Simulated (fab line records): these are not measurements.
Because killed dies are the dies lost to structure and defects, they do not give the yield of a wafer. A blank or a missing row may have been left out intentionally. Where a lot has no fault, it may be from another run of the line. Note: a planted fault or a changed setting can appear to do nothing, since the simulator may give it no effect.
fab line records    flow n5-finfet    part 1 of 2: steps 1 to 4 of 6
record: lots: 21  wafers: 63  last-day: 18
route steps=1938 shown BEOL_M9@1439 BEOL_M10@1483
lots that met no fault: from a run of the same line without faults
start-h: hours from the record's opening day to when the first of the lot's shown wafers began    wait-h: hours elapsed since this lot's preceding step    " identical to the entry in the row above    L1.1+2: a single row standing in for several wafers    - value missing, or start not given    * or withheld: withheld    < > ~ a bound
route shown NAME@n: names a module that has steps shown in the file, with the first one's number in the route    usual: mean/standard deviation of fault-free wafers    same: alike in all rows    chamber/n: place in a boat    sites: per-site readings    _std_site: the standard deviation of these    _edge_site: outer sites' mean less inner sites'    radius-mm: how far each site lies from the wafer's centre    mask NAME#n: copy n    behind: tool/chamber where the wafer was last shaped    hold: what put the lot on hold/how long, in hours/how the hold closed    device: names the non-switching transistor (n, p or np)    end of line: at the end of the route, the tests of the same wafers    step lacking rows: just its recipe    killed: at the first sort, the dies lost to defects and structure; wafer yield is something else    map: shows each die of a wafer: x if killed, . if not, _ if none is there
set.NAME: the setting as run; set.NAME@STEP: as run at that earlier step    model.NAME: the simulator's own value behind a step, which no gauge read
the route's steps for a sample of lots (tables are steps, rows are wafers)
services: from which hour (start-h, from the record's first day; less than 0 if before it) a tool's chamber was out of use, for how many hours, and why
== steps ==
step: N5_BEOL_M9_ETCH_65
recipe: chemistry: CF4  target: SiARC  target-depth-a: 156  mask-material: CAR-EUV  time-s: 26  ion-energy-ev: 80  pressure-mtorr: 40  source-w: 545  bias-w: 36  Ar_flow_sccm: 100  cf4-flow-sccm: 100  ends: cleared
usual: cf4-flow-sccm: 99.99/0.3  drypump-motor-current-A: 5.8/0.34  etch-rf-on-time-s: 25.7/0.39  oes-product-au: 0.69/0.076  rf-vpp-V: 184.2/1.1  showerhead-plenum-p-Torr: 2.15/0.048  throttle-valve-pct: 15.60/0.29
lot.wafer  tool         chamber  start-h  wait-h  cf4-flow-sccm  drypump-motor-current-A  etch-rf-on-time-s  oes-product-au  rf-hours-counter-h  rf-vpp-V  showerhead-plenum-p-Torr  throttle-valve-pct
L074.1     rie-diel-06  3        207.16   0.0     99.79          5.8                      25.5               0.77            15                  185.1     2.18                      15.16
L074.2     "            2        "        "       100.22         5.2                      25.9               0.70            87                  185.2     2.16                      15.83
L074.5     "            2        "        "       100.32         5.2                      25.6               0.70            -                   185.1     2.16                      15.82
L075.1     rie-diel-06  3        212.81   0.0     100.06         5.8                      25.8               0.77            17                  185.8     2.18                      15.17
L075.2     "            2        "        "       100.06         5.2                      25.9               0.69            89                  184.6     2.16                      15.81
L075.3     "            1        "        "       100.17         5.9                      26.7               0.59            228                 183.1     2.11                      16.12
L076.3     rie-diel-06  2        226.50   0.0     99.65          5.2                      25.8               0.70            92                  185.6     2.16                      15.82
L076.4     "            0        "        "       99.72          5.7                      25.9               0.58            242                 185.0     2.19                      15.72
L076.6     "            0        "        "       99.67          5.7                      25.9               0.59            -                   183.9     2.19                      15.70
L077.4     rie-diel-04  1        239.68   0.0     100.56         5.5                      25.5               0.58            238                 184.5     2.20                      15.75
L077.5     "            3        "        "       100.13         5.4                      25.1               0.67            -                   185.8     2.15                      15.59
L077.6     "            0        "        "       99.72          6.3                      25.8               0.77            -                   183.2     2.10                      15.65
L079.2     rie-diel-06  0        246.80   0.0     99.48          5.7                      26.3               0.58            248                 184.8     2.19                      15.72
L079.4     "            2        "        "       100.50         5.2                      25.9               0.69            99                  184.6     2.16                      15.84
L079.6     "            2        "        "       100.34         5.2                      26.1               0.69            -                   184.7     2.16                      15.82
L080.1     rie-diel-06  1        251.64   0.0     99.72          5.9                      26.2               0.59            238                 183.9     2.11                      16.15
L080.4     "            3        "        "       99.95          5.8                      25.6               0.76            -                   184.8     2.18                      15.18
L080.5     "            1        "        "       100.03         5.9                      26.4               0.59            -                   183.7     2.11                      16.16
L081.3     rie-diel-06  2        255.49   0.0     100.01         5.2                      25.7               0.68            100                 182.7     2.16                      15.83
L081.5     "            3        "        "       100.25         5.8                      25.4               0.75            -                   184.8     2.18                      15.17
L081.6     "            2        "        "       100.04         5.2                      25.7               0.69            -                   184.4     2.16                      15.82
L082.1     rie-diel-04  3        264.93   0.0     100.17         5.4                      25.9               0.66            138                 184.5     2.15                      15.61
L082.3     "            1        "        "       99.97          5.6                      26.1               0.57            246                 187.0     2.20                      15.76
L082.5     "            1        "        "       99.88          5.6                      26.4               0.57            -                   184.6     2.19                      15.78
L084.1     rie-diel-04  0        281.32   0.0     99.73          6.3                      25.8               0.75            27                  182.2     2.10                      15.69
L084.3     "            1        "        "       100.23         5.5                      25.8               0.57            251                 184.5     2.19                      15.78
L084.6     "            3        "        "       100.25         5.5                      25.7               0.65            -                   183.5     2.15                      15.61
L083.2     rie-diel-03  0        281.48   0.0     100.08         5.6                      25.6               0.73            77                  183.1     2.08                      15.10
L083.5     "            3        "        "       99.81          6.3                      25.6               0.63            -                   185.0     2.22                      15.67
L083.6     "            2        "        "       100.24         6.3                      25.0               0.76            -                   184.8     2.09                      15.38
L087.2     rie-diel-06  3        288.72   0.0     100.15         5.8                      25.8               0.73            42                  182.9     2.18                      15.20
L087.3     "            0        "        "       100.28         5.7                      25.6               0.79            8                   185.6     2.19                      15.23
L087.6     "            0        "        "       100.21         5.7                      25.9               0.79            -                   185.3     2.19                      15.26
L086.3     rie-diel-03  3        292.16   0.0     99.74          6.3                      26.0               0.62            189                 184.8     2.22                      15.66
L086.4     "            1        "        "       100.11         6.1                      26.0               0.62            203                 184.7     2.22                      16.08
L086.5     "            2        "        "       99.63          6.3                      25.2               0.75            -                   184.1     2.09                      15.40
L090.1     rie-diel-06  2        306.50   0.0     100.24         5.2                      25.7               0.67            120                 184.7     2.15                      15.87
L090.2     "            3        "        "       100.29         5.8                      24.9               0.73            44                  183.2     2.17                      15.20
L090.6     "            2        "        "       100.04         5.2                      25.4               0.67            -                   184.6     2.15                      15.87
L088.2     rie-diel-06  2        310.08   0.0     99.61          5.2                      25.8               0.67            122                 185.0     2.15                      15.86
L088.4     "            0        "        "       100.15         5.7                      25.5               0.77            -                   184.7     2.18                      15.27
L088.6     "            2        "        "       99.92          5.2                      25.9               0.67            -                   184.0     2.15                      15.89
L089.2     rie-diel-06  3        322.51   0.0     100.84         5.8                      25.8               0.72            50                  184.3     2.17                      15.21
L089.3     "            0        "        "       100.58         5.7                      25.5               0.76            22                  184.2     2.18                      15.28
L089.6     "            1        "        "       100.23         5.9                      26.0               0.84            -                   184.0     2.11                      15.68
L092.3     rie-diel-06  1        326.35   0.0     99.61          5.9                      26.1               0.84            4                   183.4     2.11                      15.69
L092.4     "            0        "        "       99.82          5.8                      25.7               0.75            24                  184.8     2.18                      15.28
L092.6     "            0        "        "       99.25          5.8                      25.9               0.75            -                   184.7     2.18                      15.27
L093.1     rie-diel-03  1        329.01   0.0     100.24         6.1                      26.6               0.60            214                 185.1     2.21                      16.10
L093.3     "            3        "        "       100.13         6.3                      26.1               0.62            201                 184.5     2.22                      15.69
L093.4     "            2        "        "       99.86          6.3                      25.6               0.73            63                  183.5     2.09                      15.41
L094.1     rie-diel-06  1        337.78   0.0     99.80          5.9                      25.9               0.83            8                   183.3     2.10                      15.69
L094.5     "            2        "        "       100.20         5.2                      25.8               0.66            -                   184.8     2.15                      15.89
L094.6     "            1        "        "       99.79          5.9                      25.8               0.83            -                   182.3     2.10                      15.71
L095.2     rie-diel-04  2        347.86   0.0     99.55          5.6                      25.8               0.65            153                 181.6     2.06                      15.66
L095.5     "            2        "        "       99.80          5.6                      25.8               0.66            -                   182.8     2.06                      15.66
L095.6     "            3        "        "       99.86          5.4                      25.8               0.63            -                   183.3     2.14                      15.67
L096.1     rie-diel-04  2        349.79   0.0     100.11         5.6                      25.7               0.65            153                 182.7     2.06                      15.64
L096.2     "            0        "        "       100.15         6.3                      25.9               0.72            49                  182.8     2.09                      15.73
L096.3     "            1        "        "       99.96          5.6                      24.8               0.87            3                   185.4     2.19                      15.28
L097.1     rie-diel-04  0        358.58   0.0     99.62          6.3                      25.6               0.72            53                  183.6     2.09                      15.72
L097.2     "            3        "        "       99.87          5.4                      25.9               0.63            170                 184.0     2.14                      15.70
L097.4     "            1        "        "       100.09         5.6                      24.6               0.85            6                   184.8     2.19                      15.30
step: N5_BEOL_M9_TRENCH_ETCH_37
recipe: chemistry: C4F6/O2  target-depth-a: 1514.3  target: SiCOH_lowk  time-s: 49  ion-energy-ev: 250  pressure-mtorr: 30  source-w: 345  bias-w: 185  Ar_flow_sccm: 300  C4F6_flow_sccm: 10  O2_flow_sccm: 10
usual: drypump-motor-current-A: 5.8/0.34  oes-product-au: 0.81/0.09  rf-vpp-V: 665/8.8  showerhead-plenum-p-Torr: 2.85/0.064  throttle-valve-pct: 20.91/0.29
lot.wafer  tool         chamber  start-h  wait-h  drypump-motor-current-A  oes-product-au  rf-hours-counter-h  rf-vpp-V  showerhead-plenum-p-Torr  throttle-valve-pct
L074.1     rie-diel-06  3        -        -       5.8                      0.90            15                  657       2.90                      20.46
L074.2     "            2        "        "       5.2                      0.81            87                  674       2.86                      21.09
L074.5     "            2        "        "       5.2                      0.82            -                   676       2.86                      21.08
L075.1     rie-diel-06  3        -        -       5.8                      0.91            17                  655       2.90                      20.44
L075.2     "            2        "        "       5.2                      0.82            89                  676       2.86                      21.11
L075.3     "            1        "        "       5.9                      0.69            228                 679       2.81                      21.45
L076.3     rie-diel-06  2        -        -       5.2                      0.82            92                  676       2.86                      21.09
L076.4     "            0        "        "       5.7                      0.69            242                 673       2.91                      20.94
L076.6     "            0        "        "       5.7                      0.69            -                   672       2.91                      20.95
L077.4     rie-diel-04  1        -        -       5.6                      0.67            239                 656       2.92                      21.04
L077.5     "            3        "        "       5.5                      0.77            -                   670       2.86                      20.90
L077.6     "            0        "        "       6.3                      0.91            -                   663       2.79                      21.04
L079.2     rie-diel-06  0        -        -       5.8                      0.68            248                 673       2.91                      20.93
L079.4     "            2        "        "       5.2                      0.80            99                  675       2.85                      21.11
L079.6     "            2        "        "       5.2                      0.80            -                   675       2.86                      21.10
L080.1     rie-diel-06  1        -        -       5.9                      0.69            238                 677       2.81                      21.47
L080.4     "            3        "        "       5.8                      0.88            -                   656       2.89                      20.48
L080.5     "            1        "        "       5.9                      0.69            -                   678       2.81                      21.47
L081.3     rie-diel-06  2        -        -       5.2                      0.80            100                 674       2.85                      21.12
L081.5     "            3        "        "       5.8                      0.88            -                   656       2.89                      20.47
L081.6     "            2        "        "       5.2                      0.80            -                   675       2.85                      21.09
L082.1     rie-diel-04  3        -        -       5.4                      0.77            138                 669       2.85                      20.90
L082.3     "            1        "        "       5.6                      0.66            246                 657       2.92                      21.03
L082.5     "            1        "        "       5.5                      0.66            -                   658       2.92                      21.05
L084.1     rie-diel-04  0        -        -       6.3                      0.89            27                  664       2.79                      21.03
L084.3     "            1        "        "       5.6                      0.66            251                 656       2.92                      21.04
L084.6     "            3        "        "       5.4                      0.76            -                   668       2.85                      20.93
L083.2     rie-diel-03  0        -        -       5.7                      0.85            77                  659       2.77                      20.41
L083.5     "            3        "        "       6.3                      0.73            -                   660       2.95                      20.92
L083.6     "            2        "        "       6.3                      0.87            -                   653       2.78                      20.70
L087.2     rie-diel-06  3        -        -       5.8                      0.85            42                  656       2.88                      20.49
L087.3     "            0        "        "       5.8                      0.93            8                   674       2.91                      20.57
L087.6     "            0        "        "       5.8                      0.93            -                   673       2.91                      20.58
L086.3     rie-diel-03  3        -        -       6.4                      0.73            189                 660       2.95                      20.93
L086.4     "            1        "        "       6.1                      0.73            203                 673       2.94                      21.42
L086.5     "            2        "        "       6.3                      0.87            -                   653       2.77                      20.72
L090.1     rie-diel-06  2        -        -       5.2                      0.78            121                 675       2.85                      21.14
L090.2     "            3        "        "       5.8                      0.84            44                  657       2.88                      20.48
L090.6     "            2        "        "       5.2                      0.78            -                   675       2.85                      21.13
L088.2     rie-diel-06  2        -        -       5.2                      0.77            122                 676       2.84                      21.13
L088.4     "            0        "        "       5.7                      0.90            -                   675       2.90                      20.59
L088.6     "            2        "        "       5.2                      0.78            -                   674       2.85                      21.12
L089.2     rie-diel-06  3        -        -       5.8                      0.85            50                  655       2.88                      20.50
L089.3     "            0        "        "       5.7                      0.89            22                  673       2.90                      20.61
L089.6     "            1        "        "       5.9                      0.99            -                   676       2.80                      21.14
L092.3     rie-diel-06  1        -        -       5.9                      0.99            4                   678       2.80                      21.15
L092.4     "            0        "        "       5.8                      0.89            24                  672       2.90                      20.61
L092.6     "            0        "        "       5.8                      0.89            -                   673       2.90                      20.61
L093.1     rie-diel-03  1        -        -       6.1                      0.71            214                 673       2.94                      21.42
L093.3     "            3        "        "       6.3                      0.73            201                 661       2.94                      20.94
L093.4     "            2        "        "       6.3                      0.85            63                  654       2.77                      20.72
L094.1     rie-diel-06  1        -        -       5.9                      0.98            8                   677       2.80                      21.14
L094.5     "            2        "        "       5.2                      0.77            -                   675       2.84                      21.15
L094.6     "            1        "        "       5.9                      0.97            -                   678       2.80                      21.16
L095.2     rie-diel-04  2        -        -       5.6                      0.77            153                 655       2.73                      20.97
L095.5     "            2        "        "       5.6                      0.77            -                   656       2.73                      20.95
L095.6     "            3        "        "       5.4                      0.74            -                   669       2.84                      20.95
L096.1     rie-diel-04  2        -        -       5.6                      0.77            153                 655       2.73                      20.97
L096.2     "            0        "        "       6.3                      0.85            50                  662       2.78                      21.07
L096.3     "            1        "        "       5.6                      1.02            3                   657       2.91                      20.69
L097.1     rie-diel-04  0        -        -       6.3                      0.85            53                  664       2.77                      21.10
L097.2     "            3        "        "       5.5                      0.74            170                 669       2.84                      20.97
L097.4     "            1        "        "       5.6                      0.99            7                   656       2.91                      20.69
step: N5_BEOL_M9_ALD_74
recipe: material: TaN  target-thk-a: 20  temp-c: 275  ald-precursor-family: PDMAT  ald-co-reactant: NH3  pressure-torr: 3  carrier-flow-sccm: 1500  pulse-time-s: 2  purge-time-s: 3  co-reactant-purge-time-s: 2  co-reactant-pulse-time-s: 3  ald-cycles: 40  precursor-vessel-temp-c: 75  precursor-vessel-pressure-torr: 26.25  precursor-vessel-carrier-sccm: 1000
usual: heater-power-w: 428/58  precursor-vessel-temp-c: 74.99/0.12
same: co-reactant-pulse-time-s: 3
lot.wafer  tool          chamber  start-h  wait-h  heater-power-w  precursor-vessel-temp-c
L074.1     ald-metal-03  2        208.63   0.3     511             74.81
L074.2     "             0        "        "       425             75.07
L074.5     "             3        "        "       349             74.90
L075.1     ald-metal-03  0        215.20   0.0     425             75.04
L075.2     "             3        "        "       355             74.84
L075.3     "             1        "        "       365             75.03
L076.3     ald-metal-02  0        227.94   0.0     436             74.89
L076.4     "             3        "        "       454             75.08
L076.6     "             1        "        "       507             74.98
L077.4     ald-metal-03  2        240.87   0.0     517             75.10
L077.5     "             3        "        "       355             74.90
L077.6     "             0        "        "       419             75.06
L079.2     ald-metal-03  1        248.37   0.0     372             74.84
L079.4     "             3        "        "       359             74.86
L079.6     "             1        "        "       366             74.97
L080.1     ald-metal-03  2        252.78   0.0     510             74.96
L080.4     "             3        "        "       361             75.03
L080.5     "             3        "        "       351             74.91
L081.3     ald-metal-02  2        256.58   0.1     353             74.66
L081.5     "             1        "        "       518             75.24
L081.6     "             0        "        "       455             74.86
L082.1     ald-metal-01  1        267.25   0.3     488             75.23
L082.3     "             2        "        "       443             75.08
L082.5     "             3        "        "       384             75.00
L083.2     ald-metal-03  3        282.57   0.0     365             75.01
L083.5     "             2        "        "       508             75.10
L083.6     "             3        "        "       352             74.78
L084.1     ald-metal-02  2        282.67   0.1     345             75.09
L084.3     "             0        "        "       453             74.89
L084.6     "             3        "        "       458             75.21
L087.2     ald-metal-02  1        289.90   0.0     519             74.99
L087.3     "             0        "        "       445             74.89
L087.6     "             0        "        "       436             74.84
L086.3     ald-metal-02  3        293.32   0.0     463             74.97
L086.4     "             1        "        "       528             74.92
L086.5     "             3        "        "       471             75.14
L090.1     ald-metal-03  3        307.63   0.1     360             74.96
L090.2     "             1        "        "       383             74.82
L090.6     "             1        "        "       376             74.93
L088.2     ald-metal-02  1        311.52   0.1     506             74.89
L088.4     "             2        "        "       352             75.11
L088.6     "             0        "        "       450             74.98
L089.2     ald-metal-01  0        323.75   0.1     453             75.12
L089.3     "             2        "        "       459             75.04
L089.6     "             3        "        "       388             74.78
L092.3     ald-metal-02  3        328.11   0.1     459             74.95
L092.4     "             1        "        "       521             74.96
L092.6     "             1        "        "       524             74.96
L093.1     ald-metal-01  2        332.01   0.0     450             75.11
L093.3     "             0        "        "       448             75.11
L093.4     "             3        "        "       380             75.05
L094.1     ald-metal-02  1        340.27   0.0     521             74.87
L094.5     "             3        "        "       461             74.85
L094.6     "             0        "        "       450             75.14
L095.2     ald-metal-01  1        349.33   0.2     484             74.70
L095.5     "             3        "        "       379             75.07
L095.6     "             0        "        "       456             75.04
L096.1     ald-metal-03  1        352.57   0.0     365             74.85
L096.2     "             2        "        "       466             75.04
L096.3     "             3        "        "       327             75.17
L097.1     ald-metal-02  1        362.94   0.0     516             75.07
L097.2     "             2        "        "       349             74.88
L097.4     "             3        "        "       465             75.17
step: N5_BEOL_M10_CD_MEAS_11
recipe: target-cd-nm: 64.1  landing-energy-ev: 500  detector: se-inlens  polarity: opening
usual: cd-nm: 64.0/0.53
lot.wafer  tool       chamber  start-h  wait-h  cd-nm
L074.1     cd-sem-01  0        214.16   -       63.5
L074.2     "          0        "        "       64.0
L074.5     "          0        "        "       64.3
L075.1     cd-sem-01  0        221.56   -       63.7
L075.2     "          0        "        "       65.1
L075.3     "          0        "        "       63.6
L076.3     cd-sem-03  0        234.23   -       62.8
L076.4     "          0        "        "       63.9
L076.6     "          0        "        "       63.9
L077.4     cd-sem-02  0        244.69   -       64.1
L077.5     "          0        "        "       63.6
L077.6     "          0        "        "       64.0
L079.2     cd-sem-01  0        253.11   -       63.6
L079.4     "          0        "        "       64.2
L079.6     "          0        "        "       63.8
L080.1     cd-sem-03  0        256.85   -       64.4
L080.4     "          0        "        "       64.0
L080.5     "          0        "        "       64.6
L081.3     cd-sem-02  0        260.84   -       64.1
L081.5     "          0        "        "       63.7
L081.6     "          0        "        "       63.7
L082.1     cd-sem-02  0        271.89   -       64.0
L082.3     "          0        "        "       63.8
L082.5     "          0        "        "       64.0
L083.2     cd-sem-02  0        285.70   -       65.3
L083.5     "          0        "        "       64.6
L083.6     "          0        "        "       65.1
L084.1     cd-sem-01  0        289.37   -       63.8
L084.3     "          0        "        "       63.3
L084.6     "          0        "        "       63.7
L087.2     cd-sem-03  0        294.03   -       64.4
L087.3     "          0        "        "       64.3
L087.6     "          0        "        "       65.0
L086.3     cd-sem-03  0        297.74   -       63.8
L086.4     "          0        "        "       64.6
L086.5     "          0        "        "       64.2
L090.1     cd-sem-02  0        312.74   -       63.6
L090.2     "          0        "        "       63.8
L090.6     "          0        "        "       64.1
L088.2     cd-sem-02  0        315.80   -       64.6
L088.4     "          0        "        "       64.9
L088.6     "          0        "        "       64.7
L089.2     cd-sem-02  0        327.39   -       64.6
L089.3     "          0        "        "       64.2
L089.6     "          0        "        "       64.4
L092.3     cd-sem-01  0        332.65   -       63.7
L092.4     "          0        "        "       63.5
L092.6     "          0        "        "       63.3
L093.1     cd-sem-02  0        336.61   -       62.3
L093.3     "          0        "        "       62.8
L093.4     "          0        "        "       63.0
L094.1     cd-sem-02  0        343.30   -       64.4
L094.5     "          0        "        "       64.6
L094.6     "          0        "        "       64.2
L095.2     cd-sem-03  0        353.45   -       64.3
L095.5     "          0        "        "       64.6
L095.6     "          0        "        "       63.6
L096.1     cd-sem-02  0        356.50   -       65.1
L096.2     "          0        "        "       63.9
L096.3     "          0        "        "       63.9
L097.1     cd-sem-03  0        367.76   -       63.9
L097.2     "          0        "        "       64.0
L097.4     "          0        "        "       63.4
